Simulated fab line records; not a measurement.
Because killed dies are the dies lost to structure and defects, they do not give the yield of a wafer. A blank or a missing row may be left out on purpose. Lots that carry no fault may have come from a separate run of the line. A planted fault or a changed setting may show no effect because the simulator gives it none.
A struck lot beside a sound one -- flow n5Finfet -- 15 out of 1938 route steps
Sound: wafers L115.3, L115.4, L115.5. The struck wafers were L123.1, L123.2, L123.6. Last of all comes the cause.
Per side, at each step with rows, come the tool, then ch with its chambers, and then its first start. Under that, the readings that differ: sound wafers -- struck wafers -- difference of the means -- sigmas: that difference in standard deviations of wafers without a fault.
alike: same words and numbers on both sides, and readings whose means sit less than 2 such deviations apart. not compared: any withheld reading, any reading some wafer has no value for, any bound like >300 that may hide the same value, and any number with overlapping values for which the record gives no deviation.
The two part at a step that has a row with sigmas, a row that says differs or no value, or rows on one side only. When numbers do not overlap yet have no deviation, they are printed without sigmas and do not part them. A reading that every wafer of one side lacks parts them only if that side has two wafers or more.

N5_BEOL_M8_TRENCH_ETCH_37: etches SiCOH lowk in C4F6/O2, target depth 93.478 nm, time 31.2 s.
  sound: rieDiel-02 ch 0,2,3; struck: rieDiel-02 ch 2,3
  alike: chamberPressureMTorr, drypumpMotorCurrentA, oesProductAu, rfVppV, showerheadPlenumPTorr, throttleValvePct
  not compared: rfHoursCounterH
N5_BEOL_M8_ETCH_41: etches SiCN in CH3F/O2, target depth 31.9 nm, time 57.8 s.
  sound: rieDiel-02 ch 0,2,3; struck: rieDiel-02 ch 2,3
  alike: CH3F_flow_sccm, chamberPressureMTorr, drypumpMotorCurrentA, oesProductAu, rfVppV, showerheadPlenumPTorr, throttleValvePct
  not compared: rfHoursCounterH
N5_BEOL_M8_STRIP_80: strips in N2/H2, time 10 s.
  sound: rieDiel-02 ch 0,2,3; struck: rieDiel-02 ch 2,3
  alike: chamberPressureMTorr, drypumpMotorCurrentA, h2FlowSccm, oesProductAu, rfVppV, showerheadPlenumPTorr, throttleValvePct
  not compared: rfHoursCounterH
N5_BEOL_M8_OCD_MEAS_38:
  sound on ocd-01, day 9 20:35; struck on ocd-02, day 12 06:05
  alike: trenchDepthNm
then, 4 steps without rows for these wafers: N5_BEOL_M8_HM_STRIP_39 (strips TiN in peroxide tin strip, target depth 25 nm, time 158 s); N5_BEOL_M8_SRD_40 (time 30 s); N5_BEOL_M8_PRECLEAN_42 (cleans in residue remover, time 60 s); N5_BEOL_M8_SRD_43 (time 30 s).
N5_BEOL_M8_CD_MEAS_35: target cd 40 nm.
  sound on cdSem-01, day 9 20:44; struck on cdSem-03, day 12 06:14
  alike: cdNm
then, 1 step without rows for these wafers: N5_BEOL_M8_CURE_75 (cures SiCOH lowk, time 120 s).
N5_BEOL_M8_DEGAS_44: time 60 s.
  sound on pvdSputter-02, day 9 21:08; struck on pvdSputter-01, day 12 06:49
  alike: heaterPowerW, susceptorTempC
then, 1 step without rows for these wafers: N5_BEOL_M8_PRE_CLEAN_45 (time 30 s).
N5_BEOL_M8_ALD_77: deposits TaN, target thk 2 nm, pulse time 2 s, purge time 3 s.
  sound on aldMetal-03 ch 0,1,2, day 9 21:14; struck on aldMetal-04 ch 0,3, day 12 06:59
reading,sound,struck,difference,sigmas
heaterPowerW (W),366 393 421,281 366 292,-80,-2
susceptorTempC (C),275.35 274.94 274.99,256.10 256.48 256.37,-18.78,-99 or more
N5_BEOL_M8_SURFACE_TREAT_79:
  sound on pvdSputter-03, day 9 21:31; struck on pvdSputter-02, day 12 07:19
  not compared: throttleValvePct
-- a jump in the record: the struck wafers' starts before and after are 3 days apart (it breaks off in module BEOL_M8 and resumes in module PASSIVATION, where the first step shown is number 1936 of the route) --
N5_PASSIVATION_PROBE_49:
  sound on prober-01, day 12 18:45; struck on prober-01, day 14 23:33
  alike: defectLimitedYield, killed_at_M0_to_M3, killed_at_M4_up, killedAtContacts, killedAtFrontEnd, killedAtOther, killedDies, killedOpen, killedShort, sort_bin_5_function, sort_bin_6_memory, sortNPass, sortYieldPct

== WHERE THEY PART ==
Within this record, at N5_BEOL_M8_ALD_77 only. Later steps at which nothing parts them and some readings are alike: N5_PASSIVATION_PROBE_49.

WHY: what had been put in by the simulator
Drift in process parameters on aldMetal-04 at N5_BEOL_M8_ALD_77, starting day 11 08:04. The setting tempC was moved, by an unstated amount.
